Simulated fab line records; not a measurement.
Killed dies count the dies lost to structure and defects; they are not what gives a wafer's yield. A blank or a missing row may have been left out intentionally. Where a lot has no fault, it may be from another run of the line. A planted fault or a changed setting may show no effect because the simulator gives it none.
Which tool did it? :: flow nand-harc :: Sampling: 12 lots, 36 wafers, 5 of 1302 route steps

== WHAT THE GAUGES READ, wafer by wafer ==
NHARC_END_SORT_01. Usual: killed-at-array 59, standard deviation 16; killed-at-other 0.8, standard deviation 1.1; killed-at-periphery 3.6, standard deviation 2.4; killed-dies 64, standard deviation 16; killed-open 3.4, standard deviation 1.8; killed-short 2.5, standard deviation 1.6.
lot: L580
measured: day 25 05:31
on: prober-02
killed-at-array: 68 81 87
killed-at-other: 0 0 0
killed-at-periphery: 4 2 0
killed-dies: 72 83 87
killed-open: 2 3 4
killed-short: 4 2 3
flag: 

lot: L579
measured: day 25 04:42
on: prober-01
killed-at-array: 50 80 92
killed-at-other: 2 0 0
killed-at-periphery: 3 3 2
killed-dies: 55 83 94
killed-open: 1 4 6
killed-short: 3 7 3
flag: 

lot: L581
measured: day 25 12:31
on: prober-02
killed-at-array: 85 82 82
killed-at-other: 0 0 0
killed-at-periphery: 3 3 5
killed-dies: 88 85 87
killed-open: 5 6 5
killed-short: 3 2 0
flag: 

lot: L591
measured: day 29 10:20
on: prober-02
killed-at-array: 38 669 54
killed-at-other: 0 1 0
killed-at-periphery: 5 7 7
killed-dies: 43 677 61
killed-open: 2 3 5
killed-short: 3 3 4
flag: OFF

lot: L592
measured: day 30 13:25
on: prober-01
killed-at-array: 673 38 51
killed-at-other: 0 0 0
killed-at-periphery: 4 7 7
killed-dies: 677 45 58
killed-open: 4 3 5
killed-short: 1 0 6
flag: OFF

lot: L595
measured: day 31 05:10
on: prober-02
killed-at-array: 47 49 46
killed-at-other: 2 6 2
killed-at-periphery: 1 3 1
killed-dies: 50 58 49
killed-open: 2 2 5
killed-short: 1 2 1
flag: 

lot: L593
measured: day 31 22:25
on: prober-01
killed-at-array: 46 51 50
killed-at-other: 1 0 0
killed-at-periphery: 2 5 3
killed-dies: 49 56 53
killed-open: 4 3 6
killed-short: 2 4 2
flag: 

lot: L596
measured: day 31 21:13
on: prober-02
killed-at-array: 61 62 48
killed-at-other: 1 0 2
killed-at-periphery: 4 6 3
killed-dies: 66 68 53
killed-open: 10 8 3
killed-short: 5 3 0
flag: 

lot: L597
measured: day 32 09:23
on: prober-01
killed-at-array: 72 56 51
killed-at-other: 0 0 0
killed-at-periphery: 4 2 4
killed-dies: 76 58 55
killed-open: 4 0 2
killed-short: 1 1 3
flag: 

lot: L598
measured: day 32 20:16
on: prober-01
killed-at-array: 53 62 71
killed-at-other: 0 0 0
killed-at-periphery: 3 1 0
killed-dies: 56 63 71
killed-open: 3 5 3
killed-short: 2 3 3
flag: 

lot: L599
measured: day 33 13:08
on: prober-02
killed-at-array: 48 50 44
killed-at-other: 2 4 2
killed-at-periphery: 10 4 5
killed-dies: 60 58 51
killed-open: 2 4 1
killed-short: 2 1 1
flag: 

lot: L600
measured: day 33 11:26
on: prober-01
killed-at-array: 78 68 64
killed-at-other: 0 0 0
killed-at-periphery: 1 3 3
killed-dies: 79 71 67
killed-open: 6 2 5
killed-short: 1 2 3
flag: 

== TOOL THAT RAN EACH LOT (tool first, then ch and the chambers of the sampled wafers, then the start) ==
lot: L580
NHARC_A_STAIRCASE_TRIM_235: rie-diel-10 ch 0,2, day 17 09:29 or earlier
NHARC_A_STAIRCASE_ETCH_236: rie-diel-10 ch 2,3, day 17 09:29 or earlier
NHARC_A_STAIRCASE_HM_OPEN_457: rie-diel-10 ch 1,3, day 17 09:29
NHARC_A_STAIRCASE_DEP_280: pecvd-03 ch 1,2, day 17 14:48

lot: L579
NHARC_A_STAIRCASE_TRIM_235: rie-diel-10 ch 2,3, day 17 09:41 or earlier
NHARC_A_STAIRCASE_ETCH_236: rie-diel-10 ch 0,2,3, day 17 09:41 or earlier
NHARC_A_STAIRCASE_HM_OPEN_457: rie-diel-10 ch 0,1,3, day 17 09:41
NHARC_A_STAIRCASE_DEP_280: pecvd-02 ch 1,2, day 17 16:43

lot: L581
NHARC_A_STAIRCASE_TRIM_235: rie-diel-08 ch 0,1,2, day 17 12:49 or earlier
NHARC_A_STAIRCASE_ETCH_236: rie-diel-08 ch 0,2, day 17 12:49 or earlier
NHARC_A_STAIRCASE_HM_OPEN_457: rie-diel-08 ch 0,3, day 17 12:49
NHARC_A_STAIRCASE_DEP_280: pecvd-01 ch 0,1,2, day 17 17:35

lot: L591
NHARC_A_STAIRCASE_TRIM_235: rie-diel-03 ch 1,3, day 21 22:22 or earlier
NHARC_A_STAIRCASE_ETCH_236: rie-diel-03 ch 1,3, day 21 22:22 or earlier
NHARC_A_STAIRCASE_HM_OPEN_457: rie-diel-10 ch 0,1,3, day 21 22:22
NHARC_A_STAIRCASE_DEP_280: pecvd-01 ch 0,2, day 22 06:56

lot: L592
NHARC_A_STAIRCASE_TRIM_235: rie-diel-08 ch 1,2,3, day 22 18:22 or earlier
NHARC_A_STAIRCASE_ETCH_236: rie-diel-08 ch 0,2,3, day 22 18:22 or earlier
NHARC_A_STAIRCASE_HM_OPEN_457: rie-diel-10 ch 0,2, day 22 18:22
NHARC_A_STAIRCASE_DEP_280: pecvd-03 ch 0,1,2, day 22 23:07

lot: L595
NHARC_A_STAIRCASE_TRIM_235: rie-diel-08 ch 0,1,3, day 22 23:54 or earlier
NHARC_A_STAIRCASE_ETCH_236: rie-diel-08 ch 1,2,3, day 22 23:54 or earlier
NHARC_A_STAIRCASE_HM_OPEN_457: rie-diel-03 ch 0,1,2, day 22 23:54
NHARC_A_STAIRCASE_DEP_280: pecvd-01 ch 0,1,2, day 23 04:41

lot: L593
NHARC_A_STAIRCASE_TRIM_235: rie-diel-08 ch 0,1,2, day 23 09:52 or earlier
NHARC_A_STAIRCASE_ETCH_236: rie-diel-08 ch 0,2,3, day 23 09:52 or earlier
NHARC_A_STAIRCASE_HM_OPEN_457: rie-diel-08 ch 1,3, day 23 09:52
NHARC_A_STAIRCASE_DEP_280: pecvd-01 ch 0,2, day 23 17:39

lot: L596
NHARC_A_STAIRCASE_TRIM_235: rie-diel-10 ch 0,1, day 23 14:31 or earlier
NHARC_A_STAIRCASE_ETCH_236: rie-diel-10 ch 0,1,2, day 23 14:31 or earlier
NHARC_A_STAIRCASE_HM_OPEN_457: rie-diel-08 ch 2,3, day 23 14:31
NHARC_A_STAIRCASE_DEP_280: pecvd-03 ch 0,1, day 23 19:18

lot: L597
NHARC_A_STAIRCASE_TRIM_235: rie-diel-03 ch 0,1,3, day 24 09:18 or earlier
NHARC_A_STAIRCASE_ETCH_236: rie-diel-03 ch 1,2,3, day 24 09:18 or earlier
NHARC_A_STAIRCASE_HM_OPEN_457: rie-diel-08 ch 0,1,3, day 24 09:18
NHARC_A_STAIRCASE_DEP_280: pecvd-01 ch 0,1,2, day 24 17:37

lot: L598
NHARC_A_STAIRCASE_TRIM_235: rie-diel-03 ch 1,2, day 24 20:44 or earlier
NHARC_A_STAIRCASE_ETCH_236: rie-diel-03 ch 0,2,3, day 24 20:44 or earlier
NHARC_A_STAIRCASE_HM_OPEN_457: rie-diel-08 ch 0,2,3, day 24 20:44
NHARC_A_STAIRCASE_DEP_280: pecvd-03 ch 0,1, day 25 01:22

lot: L599
NHARC_A_STAIRCASE_TRIM_235: rie-diel-03 ch 0,1,2, day 25 11:27 or earlier
NHARC_A_STAIRCASE_ETCH_236: rie-diel-03 ch 1,2,3, day 25 11:27 or earlier
NHARC_A_STAIRCASE_HM_OPEN_457: rie-diel-03 ch 1,3, day 25 11:27
NHARC_A_STAIRCASE_DEP_280: pecvd-01 ch 0,1, day 25 18:01

lot: L600
NHARC_A_STAIRCASE_TRIM_235: rie-diel-10 ch 1,2,3, day 25 11:25 or earlier
NHARC_A_STAIRCASE_ETCH_236: rie-diel-10 ch 0,2, day 25 11:25 or earlier
NHARC_A_STAIRCASE_HM_OPEN_457: rie-diel-08 ch 1,2,3, day 25 11:25
NHARC_A_STAIRCASE_DEP_280: pecvd-03 ch 0,2, day 25 16:11
- NHARC_A_STAIRCASE_TRIM_235: chemistry O2, time 211.2 s.
- NHARC_A_STAIRCASE_ETCH_236: etches the open film in C4F8/O2, target depth 100 nm, time 40.5 s.
- NHARC_A_STAIRCASE_HM_OPEN_457: chemistry O2/COS.
- NHARC_A_STAIRCASE_DEP_280: deposits SiON, target thk 30 nm.

== AS READ BY THE TOOLS THEMSELVES (means over the sampled wafers that have a number; for cases with no such wafer, the mark the record gives instead) ==
NHARC_A_STAIRCASE_TRIM_235. Usual: drypump-motor-current-A 5.7 A, standard deviation 0.33; o2-flow-sccm 500.2 sccm, standard deviation 1.4; oes-product-au 1.000 a.u., standard deviation 0.01; rf-vpp-V 57.8 V, standard deviation 0.96; showerhead-plenum-p-Torr 3.54 Torr, standard deviation 0.17; throttle-valve-pct 17.037 %, standard deviation 0.0098.
lot: L580
tool: rie-diel-10
drypump-motor-current-A (A): 5.1
o2-flow-sccm (sccm): 501.1
oes-product-au (a.u.): 0.998
rf-vpp-V (V): 57.7
showerhead-plenum-p-Torr (Torr): 3.51
throttle-valve-pct (%): 17.026
flag: 

lot: L579
tool: rie-diel-10
drypump-motor-current-A (A): 5.4
o2-flow-sccm (sccm): 499.7
oes-product-au (a.u.): 0.988
rf-vpp-V (V): 58.1
showerhead-plenum-p-Torr (Torr): 3.36
throttle-valve-pct (%): 17.044
flag: 

lot: L581
tool: rie-diel-08
drypump-motor-current-A (A): 5.9
o2-flow-sccm (sccm): 501.0
oes-product-au (a.u.): 1.006
rf-vpp-V (V): 58.0
showerhead-plenum-p-Torr (Torr): 3.66
throttle-valve-pct (%): 17.029
flag: 

lot: L591
tool: rie-diel-03
drypump-motor-current-A (A): 5.8
o2-flow-sccm (sccm): 500.7
oes-product-au (a.u.): 1.005
rf-vpp-V (V): 57.3
showerhead-plenum-p-Torr (Torr): 3.44
throttle-valve-pct (%): 17.034
flag: 

lot: L592
tool: rie-diel-08
drypump-motor-current-A (A): 6.0
o2-flow-sccm (sccm): 499.5
oes-product-au (a.u.): 1.001
rf-vpp-V (V): 57.5
showerhead-plenum-p-Torr (Torr): 3.51
throttle-valve-pct (%): 17.039
flag: 

lot: L595
tool: rie-diel-08
drypump-motor-current-A (A): 6.0
o2-flow-sccm (sccm): 499.0
oes-product-au (a.u.): 0.995
rf-vpp-V (V): 58.2
showerhead-plenum-p-Torr (Torr): 3.52
throttle-valve-pct (%): 17.033
flag: 

lot: L593
tool: rie-diel-08
drypump-motor-current-A (A): 5.9
o2-flow-sccm (sccm): 501.0
oes-product-au (a.u.): 1.005
rf-vpp-V (V): 58.1
showerhead-plenum-p-Torr (Torr): 3.63
throttle-valve-pct (%): 17.039
flag: 

lot: L596
tool: rie-diel-10
drypump-motor-current-A (A): 5.7
o2-flow-sccm (sccm): 500.4
oes-product-au (a.u.): 1.000
rf-vpp-V (V): 57.6
showerhead-plenum-p-Torr (Torr): 3.34
throttle-valve-pct (%): 17.040
flag: 

lot: L597
tool: rie-diel-03
drypump-motor-current-A (A): 5.8
o2-flow-sccm (sccm): 499.7
oes-product-au (a.u.): 0.994
rf-vpp-V (V): 58.1
showerhead-plenum-p-Torr (Torr): 3.50
throttle-valve-pct (%): 17.039
flag: 

lot: L598
tool: rie-diel-03
drypump-motor-current-A (A): 5.9
o2-flow-sccm (sccm): 501.1
oes-product-au (a.u.): 0.996
rf-vpp-V (V): 58.1
showerhead-plenum-p-Torr (Torr): 3.62
throttle-valve-pct (%): 17.033
flag: 

lot: L599
tool: rie-diel-03
drypump-motor-current-A (A): 5.9
o2-flow-sccm (sccm): 499.9
oes-product-au (a.u.): 0.996
rf-vpp-V (V): 57.7
showerhead-plenum-p-Torr (Torr): 3.59
throttle-valve-pct (%): 17.045
flag: 

lot: L600
tool: rie-diel-10
drypump-motor-current-A (A): 5.5
o2-flow-sccm (sccm): 498.7
oes-product-au (a.u.): 0.999
rf-vpp-V (V): 57.1
showerhead-plenum-p-Torr (Torr): 3.52
throttle-valve-pct (%): 17.038
flag: 

NHARC_A_STAIRCASE_ETCH_236. Usual: oes-product-au 0.944 a.u., standard deviation 0.013; rf-vpp-V 896 V, standard deviation 6.4.
lot: L580
tool: rie-diel-10
oes-product-au (a.u.): 0.942
rf-vpp-V (V): 890
flag: 

lot: L579
tool: rie-diel-10
oes-product-au (a.u.): 0.940
rf-vpp-V (V): 892
flag: 

lot: L581
tool: rie-diel-08
oes-product-au (a.u.): 0.953
rf-vpp-V (V): 900
flag: 

lot: L591
tool: rie-diel-03
oes-product-au (a.u.): 0.945
rf-vpp-V (V): 893
flag: 

lot: L592
tool: rie-diel-08
oes-product-au (a.u.): 0.962
rf-vpp-V (V): 896
flag: 

lot: L595
tool: rie-diel-08
oes-product-au (a.u.): 0.943
rf-vpp-V (V): 895
flag: 

lot: L593
tool: rie-diel-08
oes-product-au (a.u.): 0.957
rf-vpp-V (V): 896
flag: 

lot: L596
tool: rie-diel-10
oes-product-au (a.u.): 0.932
rf-vpp-V (V): 893
flag: 

lot: L597
tool: rie-diel-03
oes-product-au (a.u.): 0.938
rf-vpp-V (V): 895
flag: 

lot: L598
tool: rie-diel-03
oes-product-au (a.u.): 0.949
rf-vpp-V (V): 900
flag: 

lot: L599
tool: rie-diel-03
oes-product-au (a.u.): 0.949
rf-vpp-V (V): 896
flag: 

lot: L600
tool: rie-diel-10
oes-product-au (a.u.): 0.940
rf-vpp-V (V): 894
flag: 

NHARC_A_STAIRCASE_HM_OPEN_457. Usual: drypump-motor-current-A 5.7 A, standard deviation 0.34; o2-flow-sccm 400.1 sccm, standard deviation 1.2; oes-product-au 0.999 a.u., standard deviation 0.011; rf-vpp-V 467 V, standard deviation 3.3; showerhead-plenum-p-Torr 3.13 Torr, standard deviation 0.15; throttle-valve-pct 28.329 %, standard deviation 0.0088.
lot: L580
tool: rie-diel-10
drypump-motor-current-A (A): 5.7
o2-flow-sccm (sccm): 400.1
oes-product-au (a.u.): 0.995
rf-vpp-V (V): 462
showerhead-plenum-p-Torr (Torr): 2.91
throttle-valve-pct (%): 28.324
flag: 

lot: L579
tool: rie-diel-10
drypump-motor-current-A (A): 5.6
o2-flow-sccm (sccm): 399.0
oes-product-au (a.u.): 1.000
rf-vpp-V (V): 463
showerhead-plenum-p-Torr (Torr): 2.96
throttle-valve-pct (%): 28.327
flag: 

lot: L581
tool: rie-diel-08
drypump-motor-current-A (A): 6.0
o2-flow-sccm (sccm): 399.0
oes-product-au (a.u.): 0.995
rf-vpp-V (V): 468
showerhead-plenum-p-Torr (Torr): 3.14
throttle-valve-pct (%): 28.321
flag: 

lot: L591
tool: rie-diel-10
drypump-motor-current-A (A): 5.6
o2-flow-sccm (sccm): 400.0
oes-product-au (a.u.): 0.951
rf-vpp-V (V): 467
showerhead-plenum-p-Torr (Torr): 3.10
throttle-valve-pct (%): 28.321
flag: OFF

lot: L592
tool: rie-diel-10
drypump-motor-current-A (A): 5.2
o2-flow-sccm (sccm): 399.9
oes-product-au (a.u.): 0.956
rf-vpp-V (V): 467
showerhead-plenum-p-Torr (Torr): 3.06
throttle-valve-pct (%): 28.320
flag: OFF

lot: L595
tool: rie-diel-03
drypump-motor-current-A (A): 5.8
o2-flow-sccm (sccm): 400.8
oes-product-au (a.u.): 0.993
rf-vpp-V (V): 468
showerhead-plenum-p-Torr (Torr): 3.18
throttle-valve-pct (%): 28.331
flag: 

lot: L593
tool: rie-diel-08
drypump-motor-current-A (A): 6.2
o2-flow-sccm (sccm): 399.4
oes-product-au (a.u.): 1.003
rf-vpp-V (V): 465
showerhead-plenum-p-Torr (Torr): 3.00
throttle-valve-pct (%): 28.329
flag: 

lot: L596
tool: rie-diel-08
drypump-motor-current-A (A): 6.0
o2-flow-sccm (sccm): 400.3
oes-product-au (a.u.): 1.022
rf-vpp-V (V): 467
showerhead-plenum-p-Torr (Torr): 3.11
throttle-valve-pct (%): 28.324
flag: 

lot: L597
tool: rie-diel-08
drypump-motor-current-A (A): 6.0
o2-flow-sccm (sccm): 399.7
oes-product-au (a.u.): 1.008
rf-vpp-V (V): 470
showerhead-plenum-p-Torr (Torr): 3.27
throttle-valve-pct (%): 28.329
flag: 

lot: L598
tool: rie-diel-08
drypump-motor-current-A (A): 6.0
o2-flow-sccm (sccm): 400.0
oes-product-au (a.u.): 1.009
rf-vpp-V (V): 470
showerhead-plenum-p-Torr (Torr): 3.27
throttle-valve-pct (%): 28.330
flag: 

lot: L599
tool: rie-diel-03
drypump-motor-current-A (A): 5.8
o2-flow-sccm (sccm): 400.6
oes-product-au (a.u.): 0.995
rf-vpp-V (V): 465
showerhead-plenum-p-Torr (Torr): 3.03
throttle-valve-pct (%): 28.334
flag: 

lot: L600
tool: rie-diel-08
drypump-motor-current-A (A): 6.0
o2-flow-sccm (sccm): 399.9
oes-product-au (a.u.): 1.005
rf-vpp-V (V): 471
showerhead-plenum-p-Torr (Torr): 3.26
throttle-valve-pct (%): 28.323
flag: 

NHARC_A_STAIRCASE_DEP_280. Usual: 780 W for heater-power-w, sd 100.
lot: L580
tool: pecvd-03
heater-power-w (W): 705
flag: 

lot: L579
tool: pecvd-02
heater-power-w (W): 908
flag: 

lot: L581
tool: pecvd-01
heater-power-w (W): 755
flag: 

lot: L591
tool: pecvd-01
heater-power-w (W): 831
flag: 

lot: L592
tool: pecvd-03
heater-power-w (W): 782
flag: 

lot: L595
tool: pecvd-01
heater-power-w (W): 859
flag: 

lot: L593
tool: pecvd-01
heater-power-w (W): 799
flag: 

lot: L596
tool: pecvd-03
heater-power-w (W): 786
flag: 

lot: L597
tool: pecvd-01
heater-power-w (W): 786
flag: 

lot: L598
tool: pecvd-03
heater-power-w (W): 795
flag: 

lot: L599
tool: pecvd-01
heater-power-w (W): 958
flag: 

lot: L600
tool: pecvd-03
heater-power-w (W): 688
flag: 

== THE ANSWER, worked out from the rows above alone ==
Rule: lot off if the mean of its wafers having a number is beyond 3 standard deviations from the usual mean. A lot without any number at a reading at which 4 lots or more have one is off too. Any other lot the step has rows for is counted as sound. The gauges are gone through in route order, then the tools' own readings, and for those a lot's mean is taken as printed above. At the first step where some lot is off, the reading lying furthest off is the one used; lots without a number count as furthest.
Off: L591, L592, at NHARC_END_SORT_01 (killed-dies).
If a tool, at a process step before that reading, ran all the lots that are off and no sound lot after the first of them, it fits. Not tried: the gauges at NHARC_END_SORT_01; whatever is off there is also off at NHARC_A_STAIRCASE_HM_OPEN_457, on other tools, and gauge error can't account for it. With no start given for some of its lots, NHARC_A_STAIRCASE_TRIM_235 uses the hours and lot order of NHARC_A_STAIRCASE_HM_OPEN_457. With no start given for some of its lots, NHARC_A_STAIRCASE_ETCH_236 uses the hours and lot order of NHARC_A_STAIRCASE_HM_OPEN_457. One fits: NHARC_A_STAIRCASE_HM_OPEN_457 on rie-diel-10. A fault onset in the window from L579 (day 17 09:41, its last sound lot) to L591 (day 21 22:22, its first lot off) fits.
The tool's own readings at NHARC_A_STAIRCASE_HM_OPEN_457 bear it out: on the lots that are off they differ by more than 5 times the standard deviation of the sound lots' means. oes-product-au reads 0.954 a.u. there against 1.002 a.u. on the sound lots.

== WHAT WAS PUT IN BY THE SIMULATOR ==
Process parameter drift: rie-diel-10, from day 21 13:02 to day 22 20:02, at NHARC_A_STAIRCASE_HM_OPEN_457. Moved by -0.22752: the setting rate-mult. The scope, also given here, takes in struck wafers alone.
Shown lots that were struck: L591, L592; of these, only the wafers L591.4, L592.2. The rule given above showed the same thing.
